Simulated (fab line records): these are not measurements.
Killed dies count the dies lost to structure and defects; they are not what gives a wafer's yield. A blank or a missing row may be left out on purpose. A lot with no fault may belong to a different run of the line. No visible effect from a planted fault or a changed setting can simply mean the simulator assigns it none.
Comparing a struck lot with a sound one -- flow n5_finfet -- 15 out of 1938 route steps
Sound: the wafers L283.1, L283.2, L283.3. Struck: wafers L277.1, L277.2. (L277.4 of the same lot was not struck and is left out.) The cause comes at the end.
Order at every step that has rows: each side's tool, ch and its chambers, its first start. Under that, the readings that differ: sound wafers -- struck wafers -- difference of the means -- sigmas: that difference in standard deviations of wafers without a fault.
alike: readings with means less than 2 such deviations apart, plus words and numbers identical on both sides. not compared: withheld readings, readings lacking a value on some wafer, bounds such as >300 that could conceal the same value, and numbers that have no deviation in the record and whose values overlap.
A row with sigmas, a row that says differs or no value, or rows on one side alone: a step with any of these is where the two part. Non-overlapping numbers with no deviation appear without sigmas and do not part them. Lack of a reading on every wafer of one side parts them only where that side has two or more wafers.

first, 6 steps without rows for these wafers: N5_BEOL_M1_COAT_22 (resist thk 30 nm); N5_BEOL_M1_EBR_24; N5_BEOL_M1_SOFTBAKE_23 (time 60 s); N5_BEOL_M1_EXPOSE_25 (exposes mask V0, defocus 5 nm, target cd 24 nm); N5_BEOL_M1_PEB_26 (peb time 60 s); N5_BEOL_M1_DEVELOP_27 (develop time 30 s).
N5_BEOL_M1_CD_MEAS_28: target cd y 23.3 nm.
  sound on cd_sem-02 ch 0, day 10 08:37; struck on cd_sem-01 ch 0, day 9 00:48
  alike: cd_nm
N5_BEOL_M1_OVL_MEAS_29:
  sound on overlay-02 ch 0, day 10 08:39; struck on overlay-01 ch 0, day 9 00:50
  alike: V0_OVL
N5_BEOL_M1_INSPECT_30: inspects for defects (brightfield).
  sound: defect_inspect-02 at day 10 08:43; struck: defect_inspect-02 at day 9 00:53
  alike: raw_defect_count
N5_BEOL_M1_DESCUM_33: chemistry O2, time 7 s.
  sound on rie_diel-02 ch 0,1,3, day 10 08:44; struck on rie_diel-03 ch 1,3, day 9 00:59
reading,sound,struck,difference,sigmas
rf_hours_counter_h (h),139 201 247,1 60,-165,
  alike: drypump_motor_current_A, oes_product_au, rf_vpp_V, showerhead_plenum_p_Torr, throttle_valve_pct
N5_BEOL_M1_ETCH_77: etches underlayer in N2/H2, target depth 6.5 nm, time 5.2 s.
  sound on rie_diel-02 ch 0,1,3, day 10 08:46; struck on rie_diel-03 ch 1,3, day 9 01:01
reading,sound,struck,difference,sigmas
rf_hours_counter_h (h),139 201 247,1 60,-165,
  alike: drypump_motor_current_A, etch_rf_on_time_s, n2_flow_sccm, oes_product_au, rf_vpp_V, showerhead_plenum_p_Torr, throttle_valve_pct
N5_BEOL_M1_ETCH_69: etches SiARC in CF4, target depth 15.6 nm, time 26 s.
  sound on rie_diel-02 ch 0,1,3, day 10 08:47; struck on rie_diel-03 ch 1,3, day 9 01:02
reading,sound,struck,difference,sigmas
rf_hours_counter_h (h),139 201 247,1 60,-165,
throttle_valve_pct (%),15.78 15.78 15.49,15.07 15.41,-0.44,-2
  alike: drypump_motor_current_A, etch_rf_on_time_s, oes_product_au, rf_vpp_V, showerhead_plenum_p_Torr
N5_BEOL_M1_ALD_98: deposits SiO2, target thk 2.5 nm, pulse time 1 s, co reactant pulse time 1 s.
  sound on ald_sin-04 ch 0,1,3, day 10 08:59; struck on ald_sin-02 ch 0,1, day 9 01:07
reading,sound,struck,difference,sigmas
ald_cycles,17 17 17,18 18,+1,
  alike: heater_power_w, precursor_pulse_height_rel
N5_BEOL_M1_ETCHBACK_99: etches SiO2 in CHF3, target depth 5 nm, time 10.4 s.
  sound on rie_diel-02 ch 1,2,3, day 11 04:40; struck on rie_diel-05 ch 0,1, day 9 23:38
reading,sound,struck,difference,sigmas
rf_hours_counter_h (h),145 211 208,63 3,-155,
  alike: drypump_motor_current_A, oes_ar_750_au, oes_product_au, rf_vpp_V, showerhead_plenum_p_Torr, throttle_valve_pct
-- a jump in the record: the struck wafers' starts before and after are 3 days apart (it breaks off in module BEOL_M1 and resumes in module BEOL_M4, where the first step shown is number 1111 of the route) --
N5_BEOL_M4_RC_MEAS_101:
  sound on prober-01 ch 0, day 13 20:19; struck on prober-01 ch 0, day 13 00:10
  alike: DIBL_N, DIBL_P, IOFF_N, IOFF_P, ION_N, ION_P, SS_N, SS_P, VT_N, VT_P

## WHERE THEY PART
Only at N5_BEOL_M1_ETCH_69, as far as this record shows. Later steps at which nothing parts them and some readings are alike: N5_BEOL_M1_ALD_98, N5_BEOL_M1_ETCHBACK_99, N5_BEOL_M4_RC_MEAS_101.

WHY: the cause the simulator had injected
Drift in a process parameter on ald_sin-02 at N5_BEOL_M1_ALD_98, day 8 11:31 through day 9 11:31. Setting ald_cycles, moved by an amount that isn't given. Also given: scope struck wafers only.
